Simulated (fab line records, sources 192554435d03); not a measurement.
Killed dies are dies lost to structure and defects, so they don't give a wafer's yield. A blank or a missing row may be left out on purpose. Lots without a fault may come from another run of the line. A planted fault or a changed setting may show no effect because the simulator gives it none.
Chamber matching | flow n5_finfet | N5_MIM_BOT_ETCH_ETCH_04 on rie_diel-03: 4 sister chambers
The step etches SiNx in CF4/O2, target depth 26 nm, time 13 s. 8 wafers are shown with their chamber, then 10 later ones without.

WAFERS WITH THEIR CHAMBER
wafer  | chamber | drypump_motor_current_A (A) | rf_vpp_V (V)
L082.4 | 2       | 6.0                         | 254
L084.5 | 2       | 6.0                         | 254
L084.6 | 3       | 6.1                         | 232
L085.3 | 3       | 6.0                         | 229
L092.5 | 1       | 6.1                         | 242
L092.6 | 0       | 6.3                         | 233
L091.3 | 0       | 6.3                         | 235
L091.4 | 1       | 6.1                         | 242

WAFERS WITHOUT THEIR CHAMBER
wafer  | drypump_motor_current_A (A) | rf_vpp_V (V)
L091.6 | 6.1                         | 240
L094.2 | 6.0                         | 252
L094.4 | 6.1                         | 242
L094.6 | 6.0                         | 252
L093.1 | 6.1                         | 231
L093.2 | 6.1                         | 241
L093.3 | 6.0                         | 254
L096.1 | 6.1                         | 231
L096.2 | 6.1                         | 241
L096.6 | 6.1                         | 230

WHICH CHAMBER EACH WENT THROUGH
wafer  | from the rows above | in truth
L091.6 | 1                   | 1
L094.2 | 2                   | 2
L094.4 | 1                   | 1
L094.6 | 2                   | 2
L093.1 | 3                   | 3
L093.2 | 1                   | 1
L093.3 | 2                   | 2
L096.1 | 3                   | 3
L096.2 | 1                   | 1
L096.6 | 3                   | 3
Placed correctly: 10 of 10. Can't be placed from these rows: 0. Placed wrongly: 0.
How it was worked out, from the rows above alone: a wafer's distance from a chamber is the root of the sum, over the readings, of the square of ((its reading less the chamber's mean) divided by the reading's scatter). The wafer belongs to the nearest chamber; if the next one is less than 2 further off, it can't be placed. A chamber's mean is the mean of its shown wafers. The scatter: the root of (the sum of the squares of (reading less its chamber's mean) over the shown wafers, divided by (wafers less chambers)).
